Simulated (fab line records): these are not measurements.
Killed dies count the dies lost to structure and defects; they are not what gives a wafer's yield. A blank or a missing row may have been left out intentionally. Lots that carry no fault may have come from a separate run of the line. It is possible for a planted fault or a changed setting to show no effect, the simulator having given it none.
Matching of chambers || flow nand-harc || 4 sister chambers for NHARC_A_BLC_ALD_23 on ald-metal-01
The step deposits TiN, target thk 3 nm, pulse time 1 s, ald cycles 150. 14 wafers are shown with their chamber, then 7 later ones without.

WAFERS PAIRED WITH THEIR CHAMBERS
{"wafer": "L080.3", "chamber": 1, "heater-power-w (W)": 960, "precursor-pulse-height-rel": 0.980}
{"wafer": "L080.5", "chamber": 3, "heater-power-w (W)": 1031, "precursor-pulse-height-rel": 1.035}
{"wafer": "L080.6", "chamber": 0, "heater-power-w (W)": 1171, "precursor-pulse-height-rel": 1.037}
{"wafer": "L081.1", "chamber": 3, "heater-power-w (W)": 1044, "precursor-pulse-height-rel": 1.001}
{"wafer": "L081.4", "chamber": 3, "heater-power-w (W)": 1046, "precursor-pulse-height-rel": 1.025}
{"wafer": "L081.6", "chamber": 1, "heater-power-w (W)": 937, "precursor-pulse-height-rel": 1.018}
{"wafer": "L083.1", "chamber": 0, "heater-power-w (W)": 1177, "precursor-pulse-height-rel": 1.008}
{"wafer": "L083.2", "chamber": 3, "heater-power-w (W)": 1057, "precursor-pulse-height-rel": 1.010}
{"wafer": "L083.6", "chamber": 3, "heater-power-w (W)": 1069, "precursor-pulse-height-rel": 0.975}
{"wafer": "L087.1", "chamber": 2, "heater-power-w (W)": 1004, "precursor-pulse-height-rel": 1.002}
{"wafer": "L087.2", "chamber": 0, "heater-power-w (W)": 1208, "precursor-pulse-height-rel": 1.001}
{"wafer": "L087.5", "chamber": 3, "heater-power-w (W)": 1040, "precursor-pulse-height-rel": 0.970}
{"wafer": "L092.1", "chamber": 2, "heater-power-w (W)": 1006, "precursor-pulse-height-rel": 0.975}
{"wafer": "L092.2", "chamber": 3, "heater-power-w (W)": 1034, "precursor-pulse-height-rel": 0.975}

SIGNATURES, as means of the wafers listed above
{"reading": "heater-power-w", "chamber 0": 1185.33, "chamber 1": 948.50, "chamber 2": 1005.00, "chamber 3": 1045.86, "scatter within a chamber": 14.5}
{"reading": "precursor-pulse-height-rel", "chamber 0": 1.01533, "chamber 1": 0.99900, "chamber 2": 0.98850, "chamber 3": 0.99871, "scatter within a chamber": 0.0243}
Rule: for a wafer and a chamber, the distance is found by dividing, reading by reading, the gap between the wafer's reading and the chamber's mean by the reading's scatter, squaring, summing and taking the root. If the next closest chamber is less than 2 further off than the closest, the wafer can't be placed; otherwise it belongs to the closest. The scatter: the root of (the sum of the squares of (reading less its chamber's mean) over the shown wafers, divided by (wafers less chambers)).

WAFERS WITHOUT THEIR CHAMBER
{"wafer": "L092.5", "heater-power-w (W)": 962, "precursor-pulse-height-rel": 0.995}
{"wafer": "L094.1", "heater-power-w (W)": 1196, "precursor-pulse-height-rel": 1.008}
{"wafer": "L094.2", "heater-power-w (W)": 1006, "precursor-pulse-height-rel": 1.013}
{"wafer": "L094.6", "heater-power-w (W)": 1175, "precursor-pulse-height-rel": 0.960}
{"wafer": "L097.1", "heater-power-w (W)": 1002, "precursor-pulse-height-rel": 1.012}
{"wafer": "L097.3", "heater-power-w (W)": 1108, "precursor-pulse-height-rel": 1.021}
{"wafer": "L097.6", "heater-power-w (W)": 1017, "precursor-pulse-height-rel": 1.024}

EACH ONE'S CHAMBER
{"wafer": "L092.5", "from the rows above": 1, "in truth": 1}
{"wafer": "L094.1", "from the rows above": 0, "in truth": 0}
{"wafer": "L094.2", "from the rows above": "can't be placed: 2 or 3", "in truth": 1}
{"wafer": "L094.6", "from the rows above": 0, "in truth": 0}
{"wafer": "L097.1", "from the rows above": 2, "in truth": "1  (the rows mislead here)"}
{"wafer": "L097.3", "from the rows above": "can't be placed: 3 or 0", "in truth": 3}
{"wafer": "L097.6", "from the rows above": "can't be placed: 2 or 3", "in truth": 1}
Correct placement for 3 of the 7. From these rows, 3 cannot be placed; in 1 the true chamber is one of the candidates. Placed wrongly: 1.
